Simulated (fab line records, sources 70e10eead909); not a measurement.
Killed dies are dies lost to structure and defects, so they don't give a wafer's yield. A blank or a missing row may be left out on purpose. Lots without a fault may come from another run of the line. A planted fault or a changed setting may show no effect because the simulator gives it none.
Which tool did it? | flow nand_harc | 12 lots, 36 wafers sampled, at 6 steps of a route of 1302

WHAT THE GAUGES READ, wafer by wafer
NHARC_P_ZERO_WELL_CD_MEAS_52: target cd 2000 nm. Usual: cd_nm 1999.6 nm, standard deviation 2.1.
lot  | measured    | on        | cd_nm (nm)           | flag
L923 | day 2 11:51 | cd_sem-01 | 1997.2 1998.2 2001.4 |
L924 | day 2 21:57 | cd_sem-01 | 1999.7 2000.5 2000.6 |
L926 | day 3 17:51 | cd_sem-02 | 2000.9 1999.0 2001.1 |
L928 | day 4 14:02 | cd_sem-03 | 1998.8 2000.1 1997.6 |
L929 | day 5 03:48 | cd_sem-03 | 1999.3 1998.9 1999.9 |
L930 | day 5 09:49 | cd_sem-02 | 2000.9 1996.6 1996.6 |
L931 | day 5 19:45 | cd_sem-01 | 1997.1 1998.8 2001.8 |
L932 | day 6 06:20 | cd_sem-03 | 1997.6 2001.5 1996.8 |
L934 | day 7 01:46 | cd_sem-03 | 1997.4 1993.8 1995.8 |
L935 | day 7 11:52 | cd_sem-02 | 1997.2 2002.8 2000.7 |
L937 | day 8 07:47 | cd_sem-02 | 1957.3 1957.4 1961.4 | OFF
L939 | day 9 03:59 | cd_sem-03 | 2001.5 1999.3 1996.9 |

NHARC_P_ZERO_WELL_INSPECT_43. Usual: raw_defect_count 13, standard deviation 6.9.
lot  | measured    | on                | raw_defect_count | flag
L923 | day 2 13:44 | defect_inspect-01 | 15 18 19         |
L924 | day 2 23:46 | defect_inspect-01 | 18 10 10         |
L926 | day 3 19:40 | defect_inspect-01 | 22 31 31         |
L928 | day 4 15:58 | defect_inspect-02 | 16 13 19         |
L929 | day 5 05:37 | defect_inspect-01 | 13 18 32         |
L930 | day 5 11:37 | defect_inspect-01 | 7 3 19           |
L931 | day 5 21:33 | defect_inspect-01 | 22 8 10          |
L932 | day 6 08:09 | defect_inspect-02 | 7 16 20          |
L934 | day 7 03:43 | defect_inspect-02 | 20 7 24          |
L935 | day 7 13:41 | defect_inspect-01 | 12 7 15          |
L937 | day 8 09:38 | defect_inspect-01 | 24 22 15         |
L939 | day 9 05:49 | defect_inspect-02 | 10 11 10         |

NHARC_END_SORT_01. Usual: killed_at_array 58, standard deviation 22; killed_at_other 1.0, standard deviation 1.3; killed_at_periphery 5, standard deviation 3.4; killed_dies 64, standard deviation 22; killed_open 3.6, standard deviation 1.8; killed_short 2.4, standard deviation 1.7.
lot  | measured     | on        | killed_at_array | killed_at_other | killed_at_periphery | killed_dies | killed_open | killed_short | flag
L923 | day 24 23:37 | prober-02 | 48 57 49        | 0 0 0           | 9 5 5               | 57 62 54    | 3 3 3       | 5 4 2        |
L932 | day 28 10:22 | prober-02 | 51 41 39        | 1 0 0           | 5 5 0               | 57 46 39    | 4 3 2       | 3 0 1        |
L937 | day 30 09:10 | prober-02 | 79 65 86        | 3 1 0           | 3 10 8              | 85 76 94    | 1 3 5       | 3 6 5        |

WHICH TOOL RAN EACH LOT (tool, then ch and the chambers of the sampled wafers, then the start)
lot  | NHARC_P_ZERO_WELL_ETCH_62                    | NHARC_P_ZERO_WELL_ETCH_63       | NHARC_P_ZERO_WELL_EXPOSE_49
L923 | rie_diel-02 ch 0,1,2, day 2 07:39 or earlier | rie_si-06 ch 0,1,2, day 2 07:39 | krf_scanner-04 ch 0, day 2 11:41
L924 | rie_diel-01 ch 0,3, day 2 17:43 or earlier   | rie_si-06 ch 0,2,3, day 2 17:43 | krf_scanner-03 ch 0, day 2 21:48
L926 | rie_diel-02 ch 1,2,3, day 3 13:50 or earlier | rie_si-01 ch 0,1,3, day 3 13:50 | krf_scanner-04 ch 0, day 3 17:42
L928 | rie_diel-02 ch 0,1,2, day 4 09:47 or earlier | rie_si-06 ch 0,2,3, day 4 09:47 | krf_scanner-03 ch 0, day 4 13:53
L929 | rie_diel-02 ch 1,2, day 4 19:42 or earlier   | rie_si-06 ch 1,2, day 4 19:42   | krf_scanner-04 ch 0, day 5 03:39
L930 | rie_diel-01 ch 0,2, day 5 05:43 or earlier   | rie_si-01 ch 0,3, day 5 05:43   | krf_scanner-02 ch 0, day 5 09:40
L931 | rie_diel-01 ch 0,2,3, day 5 15:40 or earlier | rie_si-06 ch 0,1,3, day 5 15:40 | krf_scanner-04 ch 0, day 5 19:36
L932 | rie_diel-01 ch 1,2, day 6 02:15 or earlier   | rie_si-05 ch 0,1, day 6 02:15   | krf_scanner-03 ch 0, day 6 06:11
L934 | rie_diel-01 ch 0,3, day 6 21:40 or earlier   | rie_si-06 ch 0,2, day 6 21:40   | krf_scanner-03 ch 0, day 7 01:36
L935 | rie_diel-01 ch 0,1, day 7 07:40 or earlier   | rie_si-06 ch 0,3, day 7 07:40   | krf_scanner-04 ch 0, day 7 11:43
L937 | rie_diel-10 ch 0,2,3, day 8 03:40 or earlier | rie_si-05 ch 2,3, day 8 03:40   | krf_scanner-04 ch 0, day 8 07:38
L939 | rie_diel-01 ch 0,1,3, day 8 23:47 or earlier | rie_si-06 ch 1,2, day 8 23:47   | krf_scanner-04 ch 0, day 9 03:50
- NHARC_P_ZERO_WELL_ETCH_62: etches the open film in CHF3/Ar, target depth 13 nm, time 6.5 s.
- NHARC_P_ZERO_WELL_ETCH_63: etches the open film in HBr/Cl2, target depth 120 nm, time 40.1 s.
- NHARC_P_ZERO_WELL_EXPOSE_49: exposes mask P HVPW, target cd 2000 nm.

WHAT THE TOOLS THEMSELVES READ (means of the sampled wafers that have a number; where no wafer has one, the mark that the record gives instead)
NHARC_P_ZERO_WELL_ETCH_62. Usual: drypump_motor_current_A 5.7 A, standard deviation 0.43; oes_product_au 0.961 a.u., standard deviation 0.02; rf_vpp_V 370.3 V, standard deviation 2.7; showerhead_plenum_p_Torr 2.33 Torr, standard deviation 0.12; throttle_valve_pct 20.217 %, standard deviation 0.0095.
lot  | tool        | drypump_motor_current_A (A) | oes_product_au (a.u.) | rf_vpp_V (V) | showerhead_plenum_p_Torr (Torr) | throttle_valve_pct (%) | flag
L923 | rie_diel-02 | 6.1                         | 0.992                 | 370.8        | 2.33                            | 20.216                 |
L924 | rie_diel-01 | 5.0                         | 0.965                 | 373.3        | 2.44                            | 20.218                 |
L926 | rie_diel-02 | 5.9                         | 0.953                 | 369.3        | 2.28                            | 20.218                 |
L928 | rie_diel-02 | 6.1                         | 0.939                 | 369.7        | 2.32                            | 20.205                 |
L929 | rie_diel-02 | 6.1                         | 0.967                 | 370.1        | 2.30                            | 20.218                 |
L930 | rie_diel-01 | 5.5                         | 0.950                 | 368.4        | 2.24                            | 20.216                 |
L931 | rie_diel-01 | 5.4                         | 0.958                 | 372.3        | 2.36                            | 20.225                 |
L932 | rie_diel-01 | 5.9                         | 0.921                 | 368.1        | 2.23                            | 20.224                 |
L934 | rie_diel-01 | 5.3                         | 0.965                 | 372.9        | 2.47                            | 20.220                 |
L935 | rie_diel-01 | 5.6                         | 0.986                 | 370.2        | 2.35                            | 20.217                 |
L937 | rie_diel-10 | 5.6                         | 0.968                 | 369.1        | 2.27                            | 20.214                 |
L939 | rie_diel-01 | 5.5                         | 0.970                 | 371.3        | 2.41                            | 20.217                 |

NHARC_P_ZERO_WELL_ETCH_63. Usual: drypump_motor_current_A 5.9 A, standard deviation 0.42; oes_product_au 0.998 a.u., standard deviation 0.012; throttle_valve_pct 26.406 %, standard deviation 0.0096.
lot  | tool      | drypump_motor_current_A (A) | oes_product_au (a.u.) | throttle_valve_pct (%) | flag
L923 | rie_si-06 | 6.0                         | 0.989                 | 26.413                 |
L924 | rie_si-06 | 6.0                         | 0.990                 | 26.401                 |
L926 | rie_si-01 | 5.4                         | 1.009                 | 26.408                 |
L928 | rie_si-06 | 6.0                         | 0.998                 | 26.401                 |
L929 | rie_si-06 | 6.0                         | 1.008                 | 26.405                 |
L930 | rie_si-01 | 5.5                         | 1.018                 | 26.407                 |
L931 | rie_si-06 | 5.8                         | 0.992                 | 26.405                 |
L932 | rie_si-05 | 6.1                         | 1.001                 | 26.411                 |
L934 | rie_si-06 | 6.3                         | 0.998                 | 26.400                 |
L935 | rie_si-06 | 5.7                         | 0.984                 | 26.404                 |
L937 | rie_si-05 | 5.5                         | 0.996                 | 26.407                 |
L939 | rie_si-06 | 6.3                         | 0.997                 | 26.416                 |

THE ANSWER, worked out from the rows above alone
Rule: a lot is off if the mean of its wafers that have a number lies more than 3 standard deviations from the usual mean. A lot without any number at a reading at which 4 lots or more have one is off too. The other lots that the step has rows for count as sound. The gauges are gone through in route order, then the tools' own readings, and for those a lot's mean is taken as printed above. The first step at which some lot is off is used, and at that step the reading that is off furthest; a lot without a number counts as furthest.
Off: L937, at NHARC_P_ZERO_WELL_CD_MEAS_52 (cd_nm).
A tool fits if, at a process step before that reading, it ran every lot that is off, and no sound lot after the first of them. The gauges at NHARC_P_ZERO_WELL_CD_MEAS_52 are tried like those tools. NHARC_P_ZERO_WELL_ETCH_62 gives no start for some lots, so the hours and the order of its lots are those of NHARC_P_ZERO_WELL_ETCH_63. Can't be told from this: 3 tools fit, rie_diel-10 at NHARC_P_ZERO_WELL_ETCH_62, rie_si-05 at NHARC_P_ZERO_WELL_ETCH_63, cd_sem-02 at NHARC_P_ZERO_WELL_CD_MEAS_52.

WHAT THE SIMULATOR HAD PUT IN
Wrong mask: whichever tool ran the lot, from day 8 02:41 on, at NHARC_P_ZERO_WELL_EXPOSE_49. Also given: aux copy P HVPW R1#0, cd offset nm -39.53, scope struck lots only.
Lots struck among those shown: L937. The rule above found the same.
